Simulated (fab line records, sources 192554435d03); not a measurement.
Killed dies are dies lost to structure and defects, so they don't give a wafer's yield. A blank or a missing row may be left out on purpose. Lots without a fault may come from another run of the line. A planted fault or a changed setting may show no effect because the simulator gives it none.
One fault seen from 3 desks | flow n5_finfet | each desk has only its own numbers; what lay behind them comes last

THE METROLOGY DESK
What the gauges read, lot by lot, whatever tool the lot ran on: means of the sampled wafers that have a number. A lot is out of limits, marked OUT, if its mean lies more than 4 standard deviations from the usual mean; the brackets give that distance.
Columns: A = M12_ILD_THK at N5_BEOL_M12_THK_MEAS_01, usual 659 nm
lot  | first seen here | A
L777 | day 11 03:40    | 662
L775 | day 11 06:22    | 654
L779 | day 11 17:04    | 657
L780 | day 12 00:41    | 663
L782 | day 12 01:08    | 658
L781 | day 12 09:58    | 658
L789 | day 14 19:26    | 707 (+5.3) OUT
L790 | day 15 06:40    | 760 (+11) OUT
L794 | day 15 16:02    | 658
L793 | day 15 18:15    | 662
This desk's finding: out of limits on L789, L790; first on L789, day 14 19:26 (M12_ILD_THK at N5_BEOL_M12_THK_MEAS_01). In limits: L777, L775, L779, L780, L782, L781, L794, L793.

THE TOOL OWNER'S DESK: pecvd-03
The tool's own readings at N5_BEOL_M12_ILD_DEP_00 (deposits SiOC from DEMS/O2, target thk 658.92 nm, time 130.7 s): means of the sampled wafers that have a number, for each lot that ran on this tool. A lot is out of limits, marked OUT, if its mean lies more than 4 standard deviations from the usual mean; the brackets give that distance.
Columns: A = heater_power_w at N5_BEOL_M12_ILD_DEP_00, usual 486 W; B = run_length_s at N5_BEOL_M12_ILD_DEP_00, usual 175.6 s; C = showerhead_plenum_p_Torr at N5_BEOL_M12_ILD_DEP_00, usual 5.697 Torr; D = throttle_valve_pct at N5_BEOL_M12_ILD_DEP_00, usual 12.3 %
lot  | first seen here | A   | B               | C     | D
L777 | day 11 03:32    | 499 | 175.4           | 5.717 | 12.4
L775 | day 11 06:13    | 466 | 175.5           | 5.703 | 12.5
L780 | day 12 00:34    | 479 | 175.6           | 5.709 | 12.3
L782 | day 12 00:59    | 488 | 175.1           | 5.711 | 12.6
L781 | day 12 09:50    | 506 | 175.8           | 5.712 | 12.3
L789 | day 14 19:22    | 530 | 185.1 (+15) OUT | 5.707 | 12.8
L790 | day 15 06:32    | 504 | 195.7 (+31) OUT | 5.713 | 12.4
This desk's finding: out of limits on L789, L790; first on L789, day 14 19:22 (run_length_s at N5_BEOL_M12_ILD_DEP_00). In limits: L777, L775, L780, L782, L781.

THE DEFECT DESK
What the inspections along the route counted, lot by lot: means of the sampled wafers that have a number. A lot is out of limits, marked OUT, if its mean lies more than 4 standard deviations from the usual mean; the brackets give that distance.
Columns: A = raw_defect_count at N5_BEOL_M12_INSPECT_12, usual 2.3
lot  | first seen here | A
L777 | day 11 04:01    | 3.0
L775 | day 11 06:50    | 2.3
L779 | day 11 17:33    | 2.3
L780 | day 12 01:02    | 2.3
L782 | day 12 01:37    | 2.7
L781 | day 12 10:26    | 1.7
L789 | day 14 19:56    | 2.0
L790 | day 15 07:09    | 3.0
L794 | day 15 16:23    | 2.3
L793 | day 15 18:36    | 2.3
This desk's finding: nothing out of limits on any of the 10 lots.

PUT TOGETHER
The tool owner's desk could have raised an alarm at day 14 19:22, on L789, L790.
The metrology desk could have raised an alarm at day 14 19:26, on L789, L790.
The defect desk saw nothing out of limits.
The defect desk has L789, L790 on record, within its limits.
Of the lots named, all ran N5_BEOL_M12_ILD_DEP_00 on pecvd-03.

WHAT THE SIMULATOR HAD PUT IN
Process parameter drift: pecvd-03, from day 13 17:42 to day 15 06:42, at N5_BEOL_M12_ILD_DEP_00. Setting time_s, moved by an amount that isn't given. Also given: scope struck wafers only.
Lots struck among those shown: L789, L790.
Hours from the fault's start to each desk's first reading out of limits: the tool owner's desk, 26; the metrology desk, 26.
